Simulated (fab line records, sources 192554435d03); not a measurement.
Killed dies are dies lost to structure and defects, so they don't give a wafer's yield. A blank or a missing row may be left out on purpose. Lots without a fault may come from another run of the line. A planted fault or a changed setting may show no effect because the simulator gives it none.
One fault seen from 2 desks | flow n5_finfet | each desk has only its own numbers; what lay behind them comes last

THE METROLOGY DESK
What the gauges read, lot by lot, whatever tool the lot ran on: means of the sampled wafers that have a number. A lot is out of limits, marked OUT, if its mean lies more than 4 standard deviations from the usual mean; the brackets give that distance.
Columns: A = V12_OVL at N5_BEOL_M13_OVL_MEAS_11, usual 2 nm
lot  | first seen here | A
L582 | day 10 13:24    | -2
L584 | day 11 17:29    | 2
L585 | day 11 20:41    | 3
L586 | day 11 23:11    | -1
L592 | day 13 08:59    | 5
L594 | day 13 12:23    | 6
L593 | day 14 01:49    | 9
L595 | day 14 02:10    | 1
L596 | day 14 08:05    | 3
L602 | day 16 03:22    | 4
This desk's finding: nothing out of limits on any of the 10 lots.

THE TOOL OWNER'S DESK: rie_diel-06
The tool's own readings at N5_BEOL_M13_ETCH_59 (etches BARC in N2/H2, target depth 89 nm, overetch 26.7 nm, time 67.9 s): means of the sampled wafers that have a number, for each lot that ran on this tool. A lot is out of limits, marked OUT, if its mean lies more than 4 standard deviations from the usual mean; the brackets give that distance.
Columns: A = drypump_motor_current_A at N5_BEOL_M13_ETCH_59, usual 5.8 A; B = oes_product_au at N5_BEOL_M13_ETCH_59, usual 0.67 a.u.; C = rf_fwd_power_W at N5_BEOL_M13_ETCH_59, usual 834 W; D = rf_vpp_V at N5_BEOL_M13_ETCH_59, usual 523.3 V; E = showerhead_plenum_p_Torr at N5_BEOL_M13_ETCH_59, usual 2.53 Torr; F = throttle_valve_pct at N5_BEOL_M13_ETCH_59, usual 17.99 %
lot  | first seen here | A   | B    | C   | D     | E    | F
L585 | day 11 20:47    | 6.0 | 0.71 | 832 | 525.0 | 2.63 | 17.82
L592 | day 13 09:05    | 5.4 | 0.63 | 832 | 523.5 | 2.55 | 18.21
L593 | day 14 01:55    | 6.0 | 0.66 | 832 | 521.0 | 2.44 | 18.04
L596 | day 14 08:10    | 5.8 | 0.65 | 833 | 521.6 | 2.47 | 18.10
This desk's finding: nothing out of limits on any of the 4 lots.

PUT TOGETHER
The metrology desk saw nothing out of limits.
The tool owner's desk saw nothing out of limits.

WHAT THE SIMULATOR HAD PUT IN
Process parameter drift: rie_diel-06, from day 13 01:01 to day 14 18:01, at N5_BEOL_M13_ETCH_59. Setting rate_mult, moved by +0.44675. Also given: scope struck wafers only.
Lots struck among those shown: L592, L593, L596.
